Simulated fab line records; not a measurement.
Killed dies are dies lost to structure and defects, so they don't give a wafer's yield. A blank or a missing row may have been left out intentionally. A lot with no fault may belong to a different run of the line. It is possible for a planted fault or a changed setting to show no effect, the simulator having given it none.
2 desks, one fault || flow n5Finfet || only its own numbers are on each desk; what lay behind them is given at the end

THE DEFECT DESK
For each lot, the counts of the inspections along the route, averaged over the sampled wafers that have a number. The brackets show how far a lot's mean lies from the usual mean; more than 4 standard deviations puts the lot out of limits, marked OUT.
Columns: A = rawDefectCount at N5_BEOL_M15_INSPECT_12, usual 1.8
{"lot": "L876", "first seen here": "day 11 11:52", "A": 1.7}
{"lot": "L884", "first seen here": "day 13 10:11", "A": 2.7}
{"lot": "L886", "first seen here": "day 13 12:44", "A": 2.0}
{"lot": "L887", "first seen here": "day 14 14:05", "A": 1.3}
{"lot": "L888", "first seen here": "day 14 20:10", "A": 1.3}
{"lot": "L894", "first seen here": "day 17 15:37", "A": 1.3}
{"lot": "L895", "first seen here": "day 18 00:37", "A": 2.0}
{"lot": "L897", "first seen here": "day 18 05:43", "A": 1.3}
{"lot": "L898", "first seen here": "day 19 08:47", "A": 2.0}
{"lot": "L896", "first seen here": "day 19 13:15", "A": 0.7}
Result from this desk: across the 10 lots, nothing is out of limits.

DESK OF THE TOOL OWNER: lithoTrack-01
The tool's own readings at N5_BEOL_M15_COAT_60 (time 60 s, resist thk 89 nm): means of the sampled wafers that have a number, for each lot that ran on this tool. The brackets show how far a lot's mean lies from the usual mean; more than 4 standard deviations puts the lot out of limits, marked OUT.
Columns: A = heaterPowerTotalW at N5_BEOL_M15_COAT_60, usual 391.9 W; B = runLengthS at N5_BEOL_M15_COAT_60, usual 66.35 s; C = spinSpeedRpm at N5_BEOL_M15_COAT_60, usual 1500.0 rpm
{"lot": "L876", "first seen here": "day 11 13:00", "A": 392.1, "B": 66.43, "C": 1499.6}
{"lot": "L884", "first seen here": "day 13 11:23", "A": "406.1 (+11) OUT", "B": "63.07 (-22) OUT", "C": 1500.7}
{"lot": "L886", "first seen here": "day 13 13:55", "A": "405.1 (+10) OUT", "B": "63.01 (-22) OUT", "C": 1500.8}
{"lot": "L888", "first seen here": "day 14 21:21", "A": "405.9 (+11) OUT", "B": "63.26 (-21) OUT", "C": 1499.6}
{"lot": "L894", "first seen here": "day 17 16:45", "A": 392.5, "B": 66.48, "C": 1499.7}
{"lot": "L897", "first seen here": "day 18 07:07", "A": 393.0, "B": 66.45, "C": 1501.1}
{"lot": "L898", "first seen here": "day 19 09:56", "A": 392.1, "B": 66.46, "C": 1499.6}
Finding of this desk: L884, L886, L888 out of limits; the first was L884 at day 13 11:23, on heaterPowerTotalW at N5_BEOL_M15_COAT_60. L876, L894, L897, L898 stayed within limits.

ALL TOGETHER
On L884, L886, L888, at day 13 11:23, an alarm was possible from the tool owner's desk.
Nothing the defect desk looked at was out of limits.
The defect desk has L884, L886, L888 on record, within its limits.
N5_BEOL_M15_COAT_60 was run on lithoTrack-01 by each of the lots named.

WHAT HAD BEEN PUT IN BY THE SIMULATOR
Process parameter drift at N5_BEOL_M15_COAT_60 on lithoTrack-01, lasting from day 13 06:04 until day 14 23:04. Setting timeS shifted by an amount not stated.
Lots struck among those shown: L884, L886, L888.
Time in hours from fault onset to the first out-of-limits reading at each desk: the tool owner's desk, 5.
